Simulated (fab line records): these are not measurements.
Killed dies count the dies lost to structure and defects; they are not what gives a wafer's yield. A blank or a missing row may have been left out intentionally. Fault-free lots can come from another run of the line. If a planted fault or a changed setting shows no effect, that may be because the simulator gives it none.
Matching of chambers / flow n5_finfet / 4 sister chambers for N5_BEOL_M12_ETCH_67 on rie_diel-03
The step etches SiARC in CF4, target depth 143 nm, time 238.3 s. 8 wafers are shown with their chamber, then 9 later ones without.

EACH WAFER AND ITS CHAMBER
wafer=L081.2; chamber=2; drypump_motor_current_A (A)=5.9; showerhead_plenum_p_Torr (Torr)=2.11
wafer=L081.5; chamber=1; drypump_motor_current_A (A)=6.0; showerhead_plenum_p_Torr (Torr)=2.10
wafer=L082.3; chamber=0; drypump_motor_current_A (A)=5.5; showerhead_plenum_p_Torr (Torr)=2.19
wafer=L082.4; chamber=3; drypump_motor_current_A (A)=6.1; showerhead_plenum_p_Torr (Torr)=2.10
wafer=L082.5; chamber=3; drypump_motor_current_A (A)=6.1; showerhead_plenum_p_Torr (Torr)=2.10
wafer=L087.2; chamber=1; drypump_motor_current_A (A)=6.0; showerhead_plenum_p_Torr (Torr)=2.10
wafer=L087.3; chamber=2; drypump_motor_current_A (A)=5.8; showerhead_plenum_p_Torr (Torr)=2.11
wafer=L087.4; chamber=0; drypump_motor_current_A (A)=5.5; showerhead_plenum_p_Torr (Torr)=2.18

WAFERS WITHOUT THEIR CHAMBER
wafer=L089.1; drypump_motor_current_A (A)=5.5; showerhead_plenum_p_Torr (Torr)=2.18
wafer=L089.3; drypump_motor_current_A (A)=6.2; showerhead_plenum_p_Torr (Torr)=2.09
wafer=L089.4; drypump_motor_current_A (A)=6.0; showerhead_plenum_p_Torr (Torr)=2.10
wafer=L095.1; drypump_motor_current_A (A)=5.5; showerhead_plenum_p_Torr (Torr)=2.18
wafer=L095.2; drypump_motor_current_A (A)=5.8; showerhead_plenum_p_Torr (Torr)=2.10
wafer=L095.3; drypump_motor_current_A (A)=6.1; showerhead_plenum_p_Torr (Torr)=2.09
wafer=L095.4; drypump_motor_current_A (A)=6.0; showerhead_plenum_p_Torr (Torr)=2.09
wafer=L095.5; drypump_motor_current_A (A)=6.0; showerhead_plenum_p_Torr (Torr)=2.09
wafer=L095.6; drypump_motor_current_A (A)=5.5; showerhead_plenum_p_Torr (Torr)=2.18

WHICH CHAMBER EACH WENT THROUGH
wafer=L089.1; from the rows above=0; in truth=0
wafer=L089.3; from the rows above=3; in truth=3
wafer=L089.4; from the rows above=1; in truth=1
wafer=L095.1; from the rows above=0; in truth=0
wafer=L095.2; from the rows above=2; in truth=2
wafer=L095.3; from the rows above=can't be placed: 3 or 1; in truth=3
wafer=L095.4; from the rows above=can't be placed: 1 or 3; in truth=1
wafer=L095.5; from the rows above=can't be placed: 1 or 3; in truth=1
wafer=L095.6; from the rows above=0; in truth=0
Correctly placed: 6 of 9. Cannot be placed on the basis of these rows: 3; the candidates contain the true chamber in 3. Wrongly placed: 0.
How it was worked out, from the rows above alone: a wafer's distance from a chamber is the root of the sum, over the readings, of the square of ((its reading less the chamber's mean) divided by the reading's scatter). The wafer belongs to the nearest chamber; if the next one is less than 2 further off, it can't be placed. Each chamber's mean is taken over the wafers shown for it. The scatter: take each reading less its chamber's mean, square it, sum over the shown wafers, divide by the number of wafers less the number of chambers, and take the root.
